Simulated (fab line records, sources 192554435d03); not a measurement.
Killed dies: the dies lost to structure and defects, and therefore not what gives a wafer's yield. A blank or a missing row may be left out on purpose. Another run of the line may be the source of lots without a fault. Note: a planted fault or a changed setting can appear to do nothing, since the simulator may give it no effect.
fab line records	flow n5Finfet
[record] lots = 7	wafers = 21
route steps=1938 shown GATE_CUT@477 MOL_CONTACT_COAG@559 BEOL_M0_SAQP@676 BEOL_M0_CUTY@713 BEOL_M0@715
startH: hours from the record's opening day to when the first of the lot's shown wafers began	waitH: how many hours have passed since the lot's step before this one	" unchanged from the row above	L1.1+2: one row covering several wafers at once	- value missing, or start not given	* or withheld: withheld	< > ~ a bound
route shown NAME@n: names a module that has steps shown in the file, with the first one's number in the route	usual: mean/standard deviation of fault-free wafers	same: alike in all rows	chamber/n: place in a boat	sites: readings site by site	_std_site: how widely they spread, as a standard deviation	_edge_site: mean of outer sites minus mean of inner sites	radiusMm: for every site, how far away it sits from the centre of the wafer	mask NAME#n: copy n	behind: the last tool/chamber to shape the wafer	hold: why the lot was held/for how many hours/how that ended	device: whichever transistor did not switch (one of n, p or np)	end of line: the tests these same wafers got at the end of their route	a step without rows: its recipe alone	killed: dies that structure and defects cost at the first sort, which is not the same as the wafer's yield	map: a wafer's dies, marking killed ones x, the rest . and places with no die _
set.NAME: the setting that was run; set.NAME@STEP: the one run at that earlier step	model.NAME: the simulator's own value behind a step, which no gauge read
one table per step and one row per wafer, for lots whose settings were changed on purpose
[[steps]]
[step N5_GATE_CUT_HM_DEP_46]
[recipe] material = SiO2	targetThkA = 1300	tempC = 400	precursor = TEOS/O2	pressureTorr = 6.5	rfW = 900	teosFlowSccm = 161.4	gas = O2	flowSccm = 2650	timeS = 26.6
lot.wafer	tool	chamber	startH	waitH	set.timeS	model.SiO2_of_GATE_CUT_HM_DEP_46.thkNm
L075.1	pecvd-03	1	92.27	0.0	26.6	128.4
L075.2	"	0	"	"	26.6	133.2
L075.4	"	2	"	"	26.6	129.4
L081.2	pecvd-03	0	128.65	0.0	26.6	132
L081.4	"	2	"	"	26.6	129.8
L081.6	"	0	"	"	26.6	134.8
L084.1	pecvd-01	1	144.13	0.0	26.6	127.8
L084.5	"	2	"	"	28.6	140.2
L084.6	"	0	"	"	28.6	138.4
L086.1	pecvd-01	2	161.90	0.0	26.6	129
L086.4	"	2	"	"	26.6	130.4
L086.5	"	1	"	"	26.6	129.4
L090.1	pecvd-03	2	178.57	0.0	26.6	130.2
L090.2	"	1	"	"	26.6	131
L090.4	"	0	"	"	26.6	136
L095.1	pecvd-03	0	216.18	0.0	30.33	151.8
L095.2	"	1	"	"	26.6	131.8
L095.3	"	0	"	"	30.33	153.6
L096.1	pecvd-01	1	220.92	0.0	25.24	121
L096.2	"	0	"	"	25.24	120.6
L096.6	"	0	"	"	26.6	129
[step N5_GATE_CUT_COAT_34]
[recipe] resist = SOC	tempC = 250	timeS = 60	spinRpm = 1500	resistThkNm = 60
[step N5_GATE_CUT_COAT_35]
[recipe] resist = SiARC	tempC = 220	timeS = 60	spinRpm = 1500	resistThkNm = 10
[step N5_GATE_CUT_STRIP_38]
[recipe] chemistry = N2/H2	tempC = 40	n2FlowSccm = 200	h2FlowSccm = 200	rfFrequencyHz = 6e+07
[step N5_GATE_CUT_STRIP_39]
[recipe] chemistry = N2/H2	tempC = 40	n2FlowSccm = 200	h2FlowSccm = 200	rfFrequencyHz = 6e+07
[step N5_GATE_CUT_HM_OPEN_40]
[recipe] chemistry = C4F6/O2	target = SiO2	maskMaterial = SiARC	targetDepthA = 1390	timeS = 85.1	ionEnergyEv = 250	pressureMtorr = 30	sourceW = 345	biasW = 185	Ar_flow_sccm = 300	C4F6_flow_sccm = 10	O2_flow_sccm = 10	ends = cleared
[usual] etchRfOnTimeS = 94.8/2.4
lot.wafer	tool	chamber	startH	waitH	set.timeS@GATE_CUT_HM_DEP_46	etchRfOnTimeS	model.etch.depthNm	model.SOC_of_GATE_CUT_COAT_34.thkNm
L075.1	rieDiel-03	1	92.89	0.0	26.6	94.9	128.3	33
L075.2	"	0	"	"	26.6	96.9	133.2	31.4
L075.4	"	2	"	"	26.6	96.7	129.3	33
L081.2	rieDiel-01	3	129.36	0.0	26.6	94.9	131.9	31.4
L081.4	"	3	"	"	26.6	93.8	129.8	32
L081.6	"	1	"	"	26.6	96.0	134.8	31.4
L084.1	rieDiel-03	3	144.75	0.0	26.6	91.0	127.9	33.8
L084.5	"	0	"	"	28.6	102.8	140.2	30
L084.6	"	1	"	"	28.6	102.2	138.5	31.4
L086.1	rieDiel-03	2	162.57	0.0	26.6	95.9	129	32.8
L086.4	"	3	"	"	26.6	93.1	130.3	33.2
L086.5	"	2	"	"	26.6	96.6	129.4	32.8
L090.1	rieDiel-03	3	179.20	0.0	26.6	91.6	130.3	33.2
L090.2	"	1	"	"	26.6	96.6	131	32.6
L090.4	"	2	"	"	26.6	99.9	136	31.6
L095.1	rieDiel-01	2	216.94	0.0	30.33	112.4	151.7	27.4
L095.2	"	0	"	"	26.6	97.7	131.8	32.6
L095.3	"	1	"	"	30.33	110.6	153.5	28
L096.1	rieDiel-06	3	221.55	0.0	25.24	85.0	121.1	34.6
L096.2	"	0	"	"	25.24	84.4	120.7	34.6
L096.6	"	0	"	"	26.6	90.7	129	33
[step N5_GATE_CUT_ALD_22]
[recipe] material = SiNx	targetThkA = 160	tempC = 400	aldPrecursorFamily = SiH2I2	aldCoReactant = N2/H2-plasma	pulseTimeS = 1	aldCycles = 320	purgeTimeS = 2	coReactantPurgeTimeS = 2	pressureTorr = 2
lot.wafer	tool	chamber	startH	waitH	set.aldCycles	model.SiNx_of_GATE_CUT_ALD_22.thkNm
L075.1	aldSin-04	1	96.26	2.7	320	16
L075.2+4	"	0,3	"	"	320	15.8
L081.2	aldSin-04	3	130.05	0.0	320	15.8
L081.4+6	"	2,0	"	"	320	16
L084.1+5	aldSin-02	0,3	145.43	0.0	336	16.8
L084.6	"	2	"	"	320	16
L086.1	aldSin-01	2	163.24	0.0	348	17.4
L086.4	"	1	"	"	320	16.2
L086.5	"	3	"	"	320	16
L090.1+4	aldSin-01	2,3	179.87	0.0	320	16
L090.2	"	0	"	"	320	15.8
L095.1	aldSin-04	0	217.63	0.0	277	13.8
L095.2	"	3	"	"	277	13.6
L095.3	"	1	"	"	320	16
L096.1	aldSin-02	0	222.22	0.0	320	16.2
L096.2	"	3	"	"	368	18.4
L096.6	"	1	"	"	320	16
[step N5_GATE_CUT_CMP_23]
[recipe] stopOn = SiO2	tOverpolishS = 23.4	postCmpClean = alkalineBrush	downForcePsi = 2.5	platenRpm = 51.8	padVelocityMS = 1.0307	targetThkNm = 16
lot.wafer	tool	chamber	startH	waitH	set.platenRpm	set.aldCycles@GATE_CUT_ALD_22	model.SiNx_of_GATE_CUT_ALD_22.thkNm
L075.2+4	cmp-03	2,0	97.75	0.8	52.33	320	15.8
L075.1	"	1	"	"	51.8	320	16
L081.4+6	cmp-03	0	131.54	0.8	51.8	320	16
L081.2	"	1	"	"	51.8	320	15.8
L084.1	cmp-02	3	146.92	0.8	52.81	336	16.8
L084.6	"	3	"	"	51.8	320	16
L084.5	"	0	"	"	52.81	336	16.6
L086.1	cmp-02	3	164.73	0.8	51.8	348	17.2
L086.4	"	1	"	"	51.8	320	16.2
L086.5	"	0	"	"	50.84	320	16
L090.2	cmp-03	3	181.36	0.8	51.8	320	15.8
L090.4+1	"	1,2	"	"	51.8	320	16
L095.3	cmp-02	1	219.15	0.8	50.42	320	16
L095.2	"	2	"	"	51.8	277	13.6
L095.1	"	3	"	"	51.8	277	13.8
L096.2	cmp-03	3	223.78	0.8	53.22	368	15.2
L096.1	"	0	"	"	51.8	320	16.2
L096.6	"	1	"	"	51.8	320	16
[step N5_GATE_CUT_THK_MEAS_24]
[recipe] reads = SiO2_of_GATE_CUT_HM_DEP_46+SiO2_flowable_of_ILD0_FCVD_FILL_01
[usual] GC_FILL_THK = 220.5/2.9
lot.wafer	tool	chamber	startH	waitH	set.timeS@GATE_CUT_HM_DEP_46	GC_FILL_THK[nm]
L075.1	filmMetro-02	-	98.05	-	26.6	215.9
L075.2	"	-	"	"	26.6	222.6
L075.4	"	-	"	"	26.6	219.1
L081.2	filmMetro-02	-	131.83	-	26.6	221.7
L081.4	"	-	"	"	26.6	219.6
L081.6	"	-	"	"	26.6	226.2
L084.1	filmMetro-02	-	147.22	-	26.6	219.4
L084.5	"	-	"	"	28.6	230.1
L084.6	"	-	"	"	28.6	229.8
L086.1	filmMetro-01	-	165.03	-	26.6	218.2
L086.4	"	-	"	"	26.6	219.2
L086.5	"	-	"	"	26.6	218.9
L090.1	filmMetro-01	-	181.65	-	26.6	219.9
L090.2	"	-	"	"	26.6	217.6
L090.4	"	-	"	"	26.6	225.2
L095.1	filmMetro-02	-	219.41	-	30.33	240.4
L095.2	"	-	"	"	26.6	221.0
L095.3	"	-	"	"	30.33	244.5
L096.1	filmMetro-01	-	224.00	-	25.24	211.0
L096.2	"	-	"	"	25.24	207.8
L096.6	"	-	"	"	26.6	219.1
[step N5_GATE_CUT_CMP_43]
[recipe] material = SiO2	postCmpClean = rinseOnly
lot.wafer	tool	chamber	startH	waitH	set.timeS@GATE_CUT_HM_DEP_46	model.SiO2_of_GATE_CUT_HM_DEP_46.thkNm
L075.2	cmp-01	3	98.08	0.0	26.6	5.2
L075.4+1	"	0,2	"	"	26.6	5
L081.2+4	cmp-01	2,3	132.01	0.2	26.6	5
L081.6	"	2	"	"	26.6	5.2
L084.1	cmp-02	2	147.25	0.0	26.6	5
L084.5+6	"	2,3	"	"	28.6	5.4
L086.1+4+5	cmp-02	3,1,3	165.14	0.1	26.6	5
L090.1+2	cmp-02	2,0	181.76	0.1	26.6	5
L090.4	"	3	"	"	26.6	5.2
L095.1	cmp-01	0	219.52	0.1	30.33	6
L095.3	"	1	"	"	30.33	6.2
L095.2	"	2	"	"	26.6	5
L096.2+1	cmp-03	2,3	224.11	0.1	25.24	4.6
L096.6	"	1	"	"	26.6	5
[step N5_MOL_CONTACT_COAG_ALD_27]
[recipe] material = SiOC	targetThkA = 170	tempC = 400	aldPrecursorFamily = carbosiloxane	aldCoReactant = H2-plasma	pulseTimeS = 1.5	timeS = 2720	purgeTimeS = 2	coReactantPurgeTimeS = 2	aldCycles = 340	pressureTorr = 2
lot.wafer	tool	chamber	startH	waitH	set.timeS	model.SiOC_of_MOL_CONTACT_COAG_ALD_27.thkNm
L075.1	aldSin-04	0	105.69	0.0	2720	17
L075.2	"	2	"	"	2905	17.2
L075.4	"	0	"	"	2720	16.8
L081.2+4+6	aldSin-01	0,2,0	138.93	0.0	2720	17
L084.1	aldSin-04	1	154.53	0.6	2490	15.6
L084.5	"	1	"	"	2490	15.4
L084.6	"	2	"	"	2720	17
L086.1+4	aldSin-01	1,3	172.29	0.0	2720	17
L086.5	"	2	"	"	2720	16.8
L090.1	aldSin-04	2	192.12	0.0	2437	15.2
L090.2	"	3	"	"	2720	17
L090.4	"	1	"	"	2437	15.4
L095.1+2+3	aldSin-01	0,2,1	227.40	0.0	2720	17
L096.1	aldSin-04	1	231.76	0.0	2720	17.2
L096.2	"	2	"	"	2191	13.6
L096.6	"	1	"	"	2720	17
[step N5_MOL_CONTACT_COAG_PECVD_31]
[recipe] material = SiO2	targetThkA = 460	tempC = 400	precursor = TEOS/O2	pressureTorr = 6.5	rfW = withheld	teosFlowSccm = withheld	gas = O2	flowSccm = 2650	timeS = 8.9
lot.wafer	tool	chamber	startH	waitH	set.timeS	model.SiO2_of_MOL_CONTACT_COAG_PECVD_31.thkNm
L075.1	pecvd-03	1	108.09	0.3	8.9	44
L075.2	"	0	"	"	8.9	45.8
L075.4	"	2	"	"	7.789	41.6
L081.2	pecvd-01	0	141.34	0.3	8.9	45.6
L081.4	"	0	"	"	8.9	47.2
L081.6	"	1	"	"	8.9	46.4
L084.1+5	pecvd-04	0,2	156.93	0.3	8.9	47
L084.6	"	1	"	"	8.9	46.6
L086.1	pecvd-03	1	174.70	0.3	8.336	41.8
L086.4	"	1	"	"	8.336	42.6
L086.5	"	2	"	"	8.9	46.2
L090.1	pecvd-04	1	194.52	0.3	8.9	45.6
L090.2	"	2	"	"	8.9	46.6
L090.4	"	1	"	"	8.9	46
L095.1	pecvd-03	0	231.32	0.3	7.932	41.8
L095.2	"	1	"	"	8.9	45
L095.3	"	0	"	"	7.932	41.6
L096.1	pecvd-04	1	234.52	0.3	8.9	46
L096.2	"	0	"	"	8.9	46.6
L096.6	"	1	"	"	9.407	49.2
[step N5_MOL_CONTACT_COAG_COAT_75]
[recipe] resist = SOC	tempC = 250	timeS = 60	spinRpm = 1500	resistThkNm = 60
[step N5_MOL_CONTACT_COAG_COAT_76]
[recipe] resist = SiARC	tempC = 220	timeS = 60	spinRpm = 1500	resistThkNm = 10
[step N5_MOL_CONTACT_COAG_ETCHBACK_135]
[recipe] chemistry = CHF3	target = SiO2	targetDepthA = 250	timeS = 16.7	ionEnergyEv = 200	pressureMtorr = 30	sourceW = 610	biasW = 170	Ar_flow_sccm = 200	CHF3_flow_sccm = 50
[step N5_MOL_CONTACT_COAG_STRIP_118]
[recipe] chemistry = CHF3	resist = SiARC	rfFrequencyHz = 6e+07
[step N5_MOL_CONTACT_COAG_VIA_ETCH_46]
[recipe] chemistry = C4F6/O2	targetDepthA = 460	overetchA = 92	maskMaterial = SOC	target = SiO2	biasW = 455	pressureMtorr = 10	timeS = 40	sourceW = 325	Ar_flow_sccm = 300	C4F6_flow_sccm = 10	O2_flow_sccm = 10	ionEnergyEv = 575.3	ends = endPoint
lot.wafer	tool	chamber	startH	waitH	set.timeS@MOL_CONTACT_COAG_PECVD_31	model.etch.depthNm
L075.1	rieDiel-05	2	109.14	0.0	8.9	44.1
L075.2	"	1	"	"	8.9	45.78
L075.4	"	1	"	"	7.789	41.67
L081.2	rieDiel-05	2	143.17	0.0	8.9	45.59
L081.4	"	3	"	"	8.9	47.22
L081.6	"	1	"	"	8.9	46.3
L084.1	rieDiel-05	2	158.16	0.0	8.9	47.05
L084.5	"	3	"	"	8.9	46.91
L084.6	"	2	"	"	8.9	46.58
L086.1	rieDiel-04	3	175.67	0.0	8.336	41.72
L086.4	"	2	"	"	8.336	42.61
L086.5	"	3	"	"	8.9	46.14
L090.1	rieDiel-02	1	195.82	0.0	8.9	45.54
L090.2	"	0	"	"	8.9	46.68
L090.4	"	1	"	"	8.9	46.03
L095.1	rieDiel-05	2	232.60	0.0	7.932	41.81
L095.2	"	3	"	"	8.9	44.97
L095.3	"	1	"	"	7.932	41.59
L096.1	rieDiel-05	1	235.83	0.0	8.9	45.92
L096.2	"	3	"	"	8.9	46.65
L096.6	"	3	"	"	9.407	49.14
[step N5_MOL_CONTACT_COAG_STRIP_96]
[recipe] chemistry = N2/H2	powerW = 500	tempC = 40	pressureMtorr = 50	rfFrequencyHz = 6e+07	overashFraction = 0.3	biasPowerW = 28	h2Frac = 0.5	n2FlowSccm = 300	h2FlowSccm = 300
[step N5_MOL_CONTACT_COAG_ETCH_47]
[recipe] chemistry = CH3F/O2	target = SiNx	targetDepthA = 270	maskMaterial = SiO2	stopOn = W	overEtchFrac = 0.2	ionEnergyEv = 120	endpoint = OES-CN	pressureMtorr = 30	sourceW = 395	biasW = 73	Ar_flow_sccm = 150	CH3F_flow_sccm = 30	O2_flow_sccm = 20	ends = endPoint
lot.wafer	tool	chamber	startH	waitH	set.timeS@MOL_CONTACT_COAG_PECVD_31	model.SiO2_of_MOL_CONTACT_COAG_PECVD_31.thkNm
L075.1	rieDiel-05	2	109.25	0.0	8.9	42.4
L075.2	"	1	"	"	8.9	44
L075.4	"	1	"	"	7.789	39.8
L081.2	rieDiel-05	2	143.27	0.0	8.9	43.8
L081.4	"	3	"	"	8.9	45.4
L081.6	"	1	"	"	8.9	44.6
L084.1+5	rieDiel-05	2,3	158.27	0.0	8.9	45.2
L084.6	"	2	"	"	8.9	44.8
L086.1	rieDiel-04	3	175.78	0.0	8.336	40
L086.4	"	2	"	"	8.336	40.8
L086.5	"	3	"	"	8.9	44.4
L090.1	rieDiel-02	1	195.93	0.0	8.9	43.8
L090.2	"	0	"	"	8.9	45
L090.4	"	1	"	"	8.9	44.2
L095.1	rieDiel-05	2	232.70	0.0	7.932	40
L095.2	"	3	"	"	8.9	43.2
L095.3	"	1	"	"	7.932	39.8
L096.1	rieDiel-05	1	235.94	0.0	8.9	44.2
L096.2	"	3	"	"	8.9	44.8
L096.6	"	3	"	"	9.407	47.4
[step N5_BEOL_M0_SAQP_SPACER2_ALD_26]
[recipe] material = SiO2	targetThkA = 150	tempC = 300	aldPrecursorFamily = BDEAS	aldCoReactant = O2-plasma	pulseTimeS = 1	purgeTimeS = 2	coReactantPurgeTimeS = 2	pressureTorr = 2
lot.wafer	tool	chamber	startH	waitH	set.targetThkA	model.SiO2_of_BEOL_M0_SAQP_SPACER2_ALD_26.thkNm
L075.1	aldSin-03	2	121.47	0.3	150	14.8
L075.2+4	"	3,1	"	"	150	15
L081.2+4+6	aldSin-04	0,3,0	153.09	0.1	150	15
L084.1	aldSin-03	1	171.60	0.1	150	15.2
L084.5	"	2	"	"	165.9	16.6
L084.6	"	1	"	"	150	15
L086.1	aldSin-03	3	188.76	0.2	137.5	13.8
L086.4	"	2	"	"	150	14.8
L086.5	"	3	"	"	137.5	13.6
L090.1	aldSin-03	1	208.23	2.4	167.3	16.8
L090.2+4	"	3,0	"	"	150	15
L095.1+2+3	aldSin-04	2,3,1	243.28	0.1	150	15
L096.1	aldSin-04	3	249.17	0.1	150	14.8
L096.2+6	"	1,0	"	"	156.6	15.6
[step N5_BEOL_M0_SAQP_SPACER2_ETCHBACK_27]
[recipe] chemistry = CHF3/O2	mode = anisotropicEtchback	target = SiO2	targetDepthA = 225	timeS = 11.25	pressureMtorr = 30	sourceW = 650	biasW = 170	Ar_flow_sccm = 200	CHF3_flow_sccm = 50	O2_flow_sccm = 5	ionEnergyEv = 200
[step N5_BEOL_M0_SAQP_MANDREL2_REMOVE_110]
[recipe] chemistry = HBr/Cl2/O2	btTimeS = 10	target = a-Si	stopOn = SiCN	endpoint = OES-SiCl	overEtchFrac = 1	icpW = 600	biasW = 30	HBr_flow_sccm = 150	Cl2_flow_sccm = 80	O2_flow_sccm = 5	pressureMtorr = 10
lot.wafer	tool	chamber	startH	waitH	set.targetThkA@BEOL_M0_SAQP_SPACER2_ALD_26	model.BEOL_M0_SAQP.cdNm
L075.1	rieSi-04	0	122.11	0.1	150	14.6
L075.2+4	"	3,1	"	"	150	14.8
L081.2+6	rieSi-06	1,3	153.83	0.1	150	15
L081.4	"	0	"	"	150	14.8
L084.1+6	rieSi-04	0,3	172.23	0.1	150	14.8
L084.5	"	0	"	"	165.9	16.4
L086.1	rieSi-06	0	189.40	0.1	137.5	13.6
L086.4	"	2	"	"	150	14.8
L086.5	"	0	"	"	137.5	13.4
L090.1	rieSi-06	3	208.87	0.1	167.3	16.8
L090.2+4	"	1,0	"	"	150	14.8
L095.1+2+3	rieSi-01	0,2,1	244.28	0.1	150	15
L096.1	rieSi-04	3	249.85	0.1	150	14.8
L096.2	"	2	"	"	156.6	15.8
L096.6	"	1	"	"	156.6	15.6
[step N5_BEOL_M0_SAQP_CD_MEAS_29]
[recipe] targetCdNm = 14.4	landingEnergyEv = 1000	detector = seInlens
[usual] cdNm = 14.96/0.26
lot.wafer	tool	chamber	startH	waitH	set.targetThkA@BEOL_M0_SAQP_SPACER2_ALD_26	cdNm
L075.1	cdSem-03	0	122.22	0.1	150	14.75
L075.2	"	0	"	"	150	14.85
L075.4	"	0	"	"	150	15.13
L081.2	cdSem-03	0	153.94	0.1	150	15.54
L081.4	"	0	"	"	150	14.68
L081.6	"	0	"	"	150	15.03
L084.1	cdSem-02	0	172.34	0.1	150	14.73
L084.5	"	0	"	"	165.9	16.72
L084.6	"	0	"	"	150	14.90
L086.1	cdSem-02	0	189.50	0.1	137.5	13.38
L086.4	"	0	"	"	150	14.82
L086.5	"	0	"	"	137.5	13.33
L090.1	cdSem-01	0	208.98	0.1	167.3	16.87
L090.2	"	0	"	"	150	14.59
L090.4	"	0	"	"	150	15.05
L095.1	cdSem-01	0	244.39	0.1	150	15.09
L095.2	"	0	"	"	150	15.36
L095.3	"	0	"	"	150	15.23
L096.1	cdSem-03	0	249.96	0.1	150	14.61
L096.2	"	0	"	"	156.6	15.70
L096.6	"	0	"	"	156.6	15.52
[step N5_BEOL_M0_SAQP_COAT_69]
[recipe] resist = SOC	tempC = 250	timeS = 60	spinRpm = 1500	resistThkNm = 90
[step N5_BEOL_M0_SAQP_COAT_72]
[recipe] resist = SiARC	tempC = 220	timeS = 60	spinRpm = 1500	resistThkNm = 15
[step N5_BEOL_M0_CUTY_ETCH_63]
[recipe] chemistry = N2/H2	target = SOC	targetDepthA = 827	overetchA = 165	maskMaterial = SiARC	tempC = 40	ionEnergyEv = 200	timeS = 124	pressureMtorr = 30	sourceW = 840	biasW = 150	n2FlowSccm = 200	h2FlowSccm = 200
[step N5_BEOL_M0_CUTY_STRIP_64]
[recipe] chemistry = N2/H2	tempC = 40	n2FlowSccm = 200	h2FlowSccm = 200	rfFrequencyHz = 6e+07
[step N5_BEOL_M0_ETCH_138]
[recipe] chemistry = CH3F/O2	targetDepthA = 120	target = SiCN	timeS = 31.6	ionEnergyEv = 120	pressureMtorr = 30	sourceW = 395	biasW = 75	Ar_flow_sccm = 150	CH3F_flow_sccm = 30	O2_flow_sccm = 20	ends = cleared
lot.wafer	tool	chamber	startH	waitH	set.targetThkA@BEOL_M0_SAQP_SPACER2_ALD_26	model.SiO2_of_BEOL_M0_SAQP_SPACER2_ALD_26.thkNm
L075.1	rieDiel-02	2	124.51	0.0	150	5
L075.2	"	0	"	"	150	5.2
L075.4	"	3	"	"	150	5.4
L081.2+4	rieDiel-05	3,0	156.85	0.0	150	4.8
L081.6	"	1	"	"	150	5.2
L084.1	rieDiel-05	2	174.42	0.0	150	5.6
L084.5	"	0	"	"	165.9	6.6
L084.6	"	3	"	"	150	5
L086.1	rieDiel-04	2	192.12	0.0	137.5	4.2
L086.4	"	0	"	"	150	5
L086.5	"	3	"	"	137.5	3.8
L090.1	rieDiel-04	3	211.26	0.0	167.3	7
L090.2+4	"	2,0	"	"	150	5.2
L095.1	rieDiel-05	0	246.53	0.0	150	5
L095.2	"	2	"	"	150	5.4
L095.3	"	1	"	"	150	5.2
L096.1	rieDiel-04	1	252.22	0.0	150	5
L096.2	"	2	"	"	156.6	6
L096.6	"	1	"	"	156.6	5.8
[step N5_BEOL_M0_HM_OPEN_105]
[recipe] chemistry = Cl2/BCl3	targetDepthA = 120	target = TiN	ionEnergyEv = 150	pressureMtorr = 10	icpW = 1000	biasW = 126	Cl2_flow_sccm = 53.25	bcl3FlowSccm = 21.75	Ar_flow_sccm = 25
lot.wafer	tool	chamber	startH	waitH	set.targetThkA@BEOL_M0_SAQP_SPACER2_ALD_26	model.SiO2_of_BEOL_M0_SAQP_SPACER2_ALD_26.thkNm
L075.1	rieMetal-02	0	125.87	1.3	150	2.6
L075.2+4	"	1,0	"	"	150	2.8
L081.2+4	rieMetal-03	1	157.00	0.1	150	2.6
L081.6	"	1	"	"	150	2.8
L084.1	rieMetal-03	0	174.74	0.3	150	3.2
L084.5	"	1	"	"	165.9	4.2
L084.6	"	0	"	"	150	2.6
L086.1	rieMetal-02	0	192.34	0.2	137.5	2
L086.4	"	0	"	"	150	2.4
L086.5	"	0	"	"	137.5	1.8
L090.1	rieMetal-01	1	211.44	0.1	167.3	4.6
L090.2+4	"	0,1	"	"	150	2.8
L095.1	rieMetal-01	1	249.51	2.9	150	2.6
L095.2+3	"	0,1	"	"	150	2.8
L096.1	rieMetal-01	0	257.56	5.3	150	2.6
L096.2+6	"	1	"	"	156.6	3.4
[[key]]
[split] step = N5_GATE_CUT_HM_DEP_46	setting = timeS	stated = 26.6	by = wafer
[response] step = N5_GATE_CUT_HM_DEP_46	reading = model.SiO2_of_GATE_CUT_HM_DEP_46.thkNm	change = +1.51	per = 1%	r = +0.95
[response] step = N5_GATE_CUT_HM_OPEN_40	reading = etchRfOnTimeS	change = *	per = 1%	r = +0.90
[response] step = N5_GATE_CUT_HM_OPEN_40	reading = model.etch.depthNm	change = +1.5	per = 1%	r = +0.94
[response] step = N5_GATE_CUT_HM_OPEN_40	reading = model.SOC_of_GATE_CUT_COAT_34.thkNm	change = -0.359	per = 1%	r = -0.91
[response] step = N5_GATE_CUT_THK_MEAS_24	reading = GC_FILL_THK	change = +1.54	per = 1%	r = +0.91
[response] step = N5_GATE_CUT_CMP_43	reading = model.SiO2_of_GATE_CUT_HM_DEP_46.thkNm	change = +0.0733	per = 1%	r = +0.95
[split] step = N5_GATE_CUT_ALD_22	setting = aldCycles	stated = 320	by = wafer
[response] step = N5_GATE_CUT_ALD_22	reading = model.SiNx_of_GATE_CUT_ALD_22.thkNm	change = +0.159	per = 1%	r = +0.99
[response] step = N5_GATE_CUT_CMP_23	reading = model.SiNx_of_GATE_CUT_ALD_22.thkNm	shape = bent	atLowest = 13.7	atStated = 15.97	atHighest = 15.2
[split] step = N5_GATE_CUT_CMP_23	setting = platenRpm	stated = 51.8	by = wafer
response none clear
[split] step = N5_MOL_CONTACT_COAG_ALD_27	setting = timeS	stated = 2720	by = wafer
[response] step = N5_MOL_CONTACT_COAG_ALD_27	reading = model.SiOC_of_MOL_CONTACT_COAG_ALD_27.thkNm	change = +0.166	per = 1%	r = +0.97
[split] step = N5_MOL_CONTACT_COAG_PECVD_31	setting = timeS	stated = 8.9	by = wafer
[response] step = N5_MOL_CONTACT_COAG_PECVD_31	reading = model.SiO2_of_MOL_CONTACT_COAG_PECVD_31.thkNm	change = +0.343	per = 1%	r = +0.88
[response] step = N5_MOL_CONTACT_COAG_VIA_ETCH_46	reading = model.etch.depthNm	change = +0.34	per = 1%	r = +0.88
[response] step = N5_MOL_CONTACT_COAG_ETCH_47	reading = model.SiO2_of_MOL_CONTACT_COAG_PECVD_31.thkNm	change = +0.347	per = 1%	r = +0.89
[split] step = N5_BEOL_M0_SAQP_SPACER2_ALD_26	setting = targetThkA	stated = 150	by = wafer
[response] step = N5_BEOL_M0_SAQP_SPACER2_ALD_26	reading = model.SiO2_of_BEOL_M0_SAQP_SPACER2_ALD_26.thkNm	change = +0.148	per = 1%	r = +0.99
[response] step = N5_BEOL_M0_SAQP_MANDREL2_REMOVE_110	reading = model.BEOL_M0_SAQP.cdNm	change = +0.164	per = 1%	r = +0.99
[response] step = N5_BEOL_M0_SAQP_CD_MEAS_29	reading = cdNm	change = +0.181	per = 1%	r = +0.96
[response] step = N5_BEOL_M0_ETCH_138	reading = model.SiO2_of_BEOL_M0_SAQP_SPACER2_ALD_26.thkNm	change = +0.14	per = 1%	r = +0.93
[response] step = N5_BEOL_M0_HM_OPEN_105	reading = model.SiO2_of_BEOL_M0_SAQP_SPACER2_ALD_26.thkNm	change = +0.126	per = 1%	r = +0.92
